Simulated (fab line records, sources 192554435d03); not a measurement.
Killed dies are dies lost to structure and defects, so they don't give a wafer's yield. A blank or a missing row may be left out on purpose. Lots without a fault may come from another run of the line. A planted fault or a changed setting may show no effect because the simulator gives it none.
A struck lot beside a sound one | flow n5_finfet | 16 steps out of a route of 1938
Sound: wafers L424.1, L424.2, L424.5. Struck: wafers L432.2, L432.6. (L432.3 of the same lot was not struck and is left out.) The cause comes at the end.
At each step with rows: each side's tool, then ch and its chambers, then its first start. Under that, the readings that differ: sound wafers | struck wafers | difference of the means | sigmas: that difference in standard deviations of wafers without a fault.
alike: readings whose means differ by less than 2 such deviations, and words and numbers that are the same on both sides. not compared: withheld readings, readings that some wafer has no value for, bounds like >300 that may hide the same value, and numbers for which the record gives no deviation and whose values overlap.
The two part at a step that has a row with sigmas, a row that says differs or no value, or rows on one side only. Numbers that don't overlap but have no deviation are shown without sigmas and don't part them. A reading that every wafer of one side lacks parts them only if that side has two wafers or more.

first, 3 steps without rows for these wafers: N5_BEOL_M0_SAQP_HM_OPEN_112 (chemistry CHF3/O2, target SiO2, stops on a-Si, target depth 12 nm, time 13.5 s); N5_BEOL_M0_SAQP_STRIP_113 (strips in CHF3/O2); N5_BEOL_M0_SAQP_MANDREL_ETCH_20 (etches a-Si in HBr/Cl2, stops on SiNx, target depth 60 nm, bt time 10 s, time 30 s).
N5_BEOL_M0_SAQP_STRIP_86: strips in N2/H2.
  sound on rie_diel-05 ch 0,1,3, day 7 11:52; struck on rie_diel-04 ch 1,3, day 9 13:20
  alike: drypump_motor_current_A, oes_product_au, rf_vpp_V, showerhead_plenum_p_Torr, throttle_valve_pct
  not compared: rf_hours_counter_h
then, 2 steps without rows for these wafers: N5_BEOL_M0_SAQP_STRIP_115 (strips in post etch residue remover, time 60 s); N5_BEOL_M0_SAQP_SRD_93 (time 30 s).
N5_BEOL_M0_SAQP_RECESS_114: chemistry HF/NH3, target SiO2, target depth 14.4 nm, afs cycles 3, sublimation time 60 s.
  sound on vapor_etch-01 ch 0,1, day 7 12:00; struck on vapor_etch-01 ch 0,1, day 9 13:28
  alike: drypump_motor_current_A, foreline_p_Torr, sublimation_temp_c
N5_BEOL_M0_SAQP_SPACER1_ALD_98: deposits SiO2, target thk 12.8 nm, pulse time 1 s, purge time 2 s.
  sound on ald_sin-03 ch 1,2, day 7 12:51; struck on ald_sin-03 ch 2, day 9 13:52
  alike: heater_power_w, precursor_pulse_height_rel
N5_BEOL_M0_SAQP_SPACER1_ETCHBACK_99: etches SiO2 in CHF3/O2, target depth 15.4 nm, time 7.7 s.
  sound on rie_diel-04 ch 0,3, day 7 13:29; struck on rie_diel-05 ch 2,3, day 9 14:20
  alike: drypump_motor_current_A, oes_o_777_au, oes_product_au, rf_vpp_V, showerhead_plenum_p_Torr, throttle_valve_pct
  not compared: rf_hours_counter_h
N5_BEOL_M0_SAQP_MANDREL1_REMOVE_100: chemistry HBr/Cl2/O2, target a-Si, stops on SiNx, bt time 10 s.
  sound on rie_si-01 ch 0,2,3, day 7 13:35; struck on rie_si-01 ch 2,3, day 9 14:26
  alike: drypump_motor_current_A, he_backside_leak_sccm, oes_o_777_au, oes_product_au, throttle_valve_pct
  not compared: rf_hours_counter_h
N5_BEOL_M0_SAQP_CD_MEAS_25: target cd 13.1 nm.
  sound on cd_sem-02 ch 0, day 7 13:41; struck on cd_sem-01 ch 0, day 9 14:32
  alike: cd_nm
then, 1 step without rows for these wafers: N5_BEOL_M0_SAQP_ETCH_101 (etches SiNx in CH3F/O2, target depth 29.9 nm, time 42.7 s).
N5_BEOL_M0_SAQP_ETCH_102: etches SiO2 in CF4, target depth 4 nm, time 4.4 s.
  sound on rie_si-03 ch 0,1,3, day 7 13:58; struck on rie_si-03 ch 0,3, day 9 14:41
  reading                  | sound             | struck      | difference | sigmas
  oes_product_au (a.u.)    | 0.984 1.048 1.020 | 1.206 1.267 | +0.219     | +10
  model.etch.depth_nm (nm) | 4.003 4.213 4.09  | 5.389 5.488 | +1.337     |
  alike: drypump_motor_current_A, he_backside_leak_sccm, throttle_valve_pct
  not compared: rf_hours_counter_h
then, 1 step without rows for these wafers: N5_BEOL_M0_SAQP_MANDREL_ETCH_103 (etches a-Si in HBr/Cl2, stops on SiCN, target depth 45 nm, bt time 10 s, time 27 s).
-- the record jumps here: 3 days lie between the struck wafers' starts before and after (it left off in module BEOL_M0_SAQP and takes up again in module BEOL_M4, whose first step shown is number 1111 of the route) --
N5_BEOL_M4_RC_MEAS_101:
  sound on prober-02 ch 0, day 10 00:59; struck on prober-02 ch 0, day 12 03:19
  alike: DIBL_N, DIBL_P, IOFF_N, IOFF_P, ION_N, ION_P, SS_N, SS_P, VT_N, VT_P
then, 1 step without rows for these wafers: N5_PASSIVATION_PROBE_49.

WHERE THEY PART
Only at N5_BEOL_M0_SAQP_ETCH_102, within this record. Later steps at which nothing parts them and some readings are alike: N5_BEOL_M4_RC_MEAS_101.

WHY: what the simulator had put in
Process parameter drift: rie_si-03, from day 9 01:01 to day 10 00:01, at N5_BEOL_M0_SAQP_ETCH_102. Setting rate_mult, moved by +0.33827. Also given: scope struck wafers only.
